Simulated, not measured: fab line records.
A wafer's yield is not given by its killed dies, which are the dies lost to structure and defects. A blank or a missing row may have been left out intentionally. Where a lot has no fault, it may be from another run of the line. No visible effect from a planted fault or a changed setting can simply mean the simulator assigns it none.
Chamber matching    flow n5-finfet    N5_GATE_CUT_HM_DEP_46 on pecvd-04: 3 sister chambers
The step deposits SiO2 from TEOS/O2, target thk 130 nm, time 26.6 s. 3 wafers are shown with their chamber, then 11 later ones without.

== EACH WAFER AND ITS CHAMBER ==
wafer   chamber  throttle-valve-pct (%)
L085.2  1        20.8
L085.6  2        17.4
L086.1  0        19.1

== WAFERS WHOSE CHAMBER IS MISSING ==
wafer   throttle-valve-pct (%)
L086.4  18.8
L086.6  20.9
L090.1  17.7
L090.4  20.6
L090.5  19.1
L096.1  18.1
L096.2  20.7
L096.3  18.9
L095.1  19.1
L095.2  20.7
L095.4  17.4

== WHICH CHAMBER EACH WENT THROUGH ==
wafer   from the rows above      in truth
L086.4  0                        0
L086.6  1                        1
L090.1  2                        2
L090.4  1                        1
L090.5  0                        0
L096.1  can't be placed: 2 or 0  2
L096.2  1                        1
L096.3  0                        0
L095.1  0                        0
L095.2  1                        1
L095.4  2                        2
Correctly placed: 10 of 11. Unplaceable from these rows: 1, with the true chamber sitting among the candidates in 1. 0 placed wrongly.
How it was worked out, from the rows above alone: a wafer's distance from a chamber is the root of the sum, over the readings, of the square of ((its reading less the chamber's mean) divided by the reading's scatter). If the next closest chamber is less than 2 further off than the closest, the wafer can't be placed; otherwise it belongs to the closest. A chamber's mean is the mean of its shown wafers. The scatter: root of mean squared gap, hidden wafer to nearest shown wafer, with one shown wafer a chamber.
